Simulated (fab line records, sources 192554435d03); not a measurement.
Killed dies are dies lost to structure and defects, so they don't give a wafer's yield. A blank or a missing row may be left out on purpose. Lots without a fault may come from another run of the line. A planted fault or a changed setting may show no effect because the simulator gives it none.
Split-lot experiment | flow n5_finfet | 7 lots, 36 wafers read, on a route of 1938 steps

THE SPLIT
At N5_BEOL_M3_TRENCH_ETCH_37 (etches SiOC in C4F6/O2, target depth 55.555 nm, time 29.2 s), the setting time_s was moved away from the recipe's 29.2 s on 11 of the 36 wafers read, by -35.2% to +29.5%. The other wafers ran this setting at the recipe's value.

FROM THE SPLIT TO THE READING: what the file shows between them, 2 steps
- N5_BEOL_M3_ETCH_41: etches SiCN in CH3F/O2, target depth 29.9 nm, time 52.5 s
- N5_BEOL_M3_STRIP_97: strips in N2/H2, time 10 s

THE READING
trench_depth_nm, in nm, at N5_BEOL_M3_OCD_MEAS_38. Fault-free wafers of this fab line usually give 55.4 nm, standard deviation 0.76 nm.

wafer  | tool, chamber at the split | time_s as run, s | against the recipe | trench_depth_nm, nm | against lot-mates on the recipe
L076.1 | rie_diel-05, 3             | 29.2             | recipe             | 53.9                | -
L076.2 | rie_diel-05, 2             | 29.2             | recipe             | 55.2                | -
L076.3 | rie_diel-05, 0             | 29.2             | recipe             | 53.0                | -
L076.4 | rie_diel-05, 2             | 29.2             | recipe             | 54.9                | -
L076.5 | rie_diel-05, 0             | 29.2             | recipe             | 54.4                | -
L076.6 | rie_diel-05, 3             | 29.2             | recipe             | 55.2                | -
L080.1 | rie_diel-02, 3             | 29.2             | recipe             | 56.3                | -
L080.2 | rie_diel-02, 1             | 29.2             | recipe             | 55.0                | -
L080.3 | rie_diel-02, 2             | 29.2             | recipe             | 56.2                | -
L085.1 | rie_diel-03, 2             | 18.92            | -35.2%             | 35.1                | -19.9
L085.2 | rie_diel-03, 3             | 29.2             | recipe             | 55.0                | -
L085.3 | rie_diel-03, 0             | 18.92            | -35.2%             | 36.4                | -18.6
L085.4 | rie_diel-03, 1             | 29.2             | recipe             | 54.6                | -
L085.5 | rie_diel-03, 0             | 29.2             | recipe             | 55.4                | -
L085.6 | rie_diel-03, 1             | 18.92            | -35.2%             | 36.0                | -19.0
L088.1 | rie_diel-03, 1             | 29.2             | recipe             | 54.8                | -
L088.2 | rie_diel-03, 0             | 29.2             | recipe             | 55.4                | -
L088.3 | rie_diel-03, 3             | 29.2             | recipe             | 54.9                | -
L088.4 | rie_diel-03, 2             | 29.2             | recipe             | 55.3                | -
L088.5 | rie_diel-03, 2             | 29.2             | recipe             | 55.1                | -
L088.6 | rie_diel-03, 3             | 29.2             | recipe             | 54.8                | -
L091.1 | rie_diel-02, 3             | 29.2             | recipe             | 55.9                | -
L091.2 | rie_diel-02, 1             | 37.82            | +29.5%             | 70.7                | +14.7
L091.3 | rie_diel-02, 2             | 37.82            | +29.5%             | 73.2                | +17.2
L091.4 | rie_diel-02, 1             | 37.82            | +29.5%             | 71.7                | +15.7
L091.5 | rie_diel-02, 2             | 29.2             | recipe             | 56.1                | -
L091.6 | rie_diel-02, 3             | 29.2             | recipe             | 56.0                | -
L093.1 | rie_diel-05, 2             | 24.1             | -17.5%             | 47.1                | -8.8
L093.3 | rie_diel-05, 1             | 29.2             | recipe             | 55.9                | -
L093.6 | rie_diel-05, 3             | 24.1             | -17.5%             | 45.8                | -10.1
L094.1 | rie_diel-05, 2             | 29.2             | recipe             | 56.6                | -
L094.2 | rie_diel-05, 3             | 20.32            | -30.4%             | 38.7                | -17.9
L094.3 | rie_diel-05, 1             | 20.32            | -30.4%             | 39.5                | -17.1
L094.4 | rie_diel-05, 1             | 29.2             | recipe             | 56.9                | -
L094.5 | rie_diel-05, 2             | 20.32            | -30.4%             | 39.1                | -17.5
L094.6 | rie_diel-05, 3             | 29.2             | recipe             | 56.4                | -

THE FIT
A straight line over all 36 wafers: trench_depth_nm changes by +0.548 nm for each +1% of time_s; r = +1.00; the points scatter about the line by 0.87 nm.
The same after taking each lot's own level away (the mean of its wafers on the recipe; 36 wafers): +0.55 nm for each +1%; r = +1.00; scatter 0.62 nm.
On that fit, the largest move of time_s shifts the reading by 19 nm.
The lots' own levels span 54.43 to 56.63 nm, that is 2.9 times the standard deviation above.
So the lot-to-lot level changes the slope little: the two slopes agree.
Check: with one of the wafers moved furthest among these (-35.2%) left out of the fit, the line predicts -19.4 nm for it against its lot-mates. It came out at -19.9 nm against them.

OTHER SPLITS ON THESE WAFERS
These wafers also went through other splits before the reading. Each is held against what the fit with the lots' levels taken away leaves over:
other split on the same wafers  | wafers away from the commonest value | r with trench_depth_nm (lot level and that fit taken away)
N5_BEOL_M0_SAQP_PECVD_04 time_s | 14                                   | -0.05
N5_BEOL_M2_ILD_DEP_00 time_s    | 11                                   | -0.20

THE WHOLE CHAIN: every reading that the file lists as answering this split, in the file's order
step                      | what it does                                                | reading                                                                          | change (the file's fit)                | r (the file's)
N5_BEOL_M3_TRENCH_ETCH_37 | etches SiOC in C4F6/O2, target depth 55.555 nm, time 29.2 s | etch.depth_nm (the simulator's own value, which no gauge read)                   | +0.542 nm for each +1% of the setting  | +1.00
N5_BEOL_M3_TRENCH_ETCH_37 | etches SiOC in C4F6/O2, target depth 55.555 nm, time 29.2 s | BEOL_M3.feature_depth_nm (the simulator's own value, which no gauge read)        | +0.543 nm for each +1% of the setting  | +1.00
N5_BEOL_M3_TRENCH_ETCH_37 | etches SiOC in C4F6/O2, target depth 55.555 nm, time 29.2 s | TiN_of_BEOL_M3_HM_DEP_02.thk_nm (the simulator's own value, which no gauge read) | -0.0242 nm for each +1% of the setting | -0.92
N5_BEOL_M3_OCD_MEAS_38    |                                                             | trench_depth_nm                                                                  | +0.551 nm for each +1% of the setting  | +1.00

THE FILE'S OWN FIT
trench_depth_nm changes by +0.551 nm for each +1% of time_s, r = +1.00.
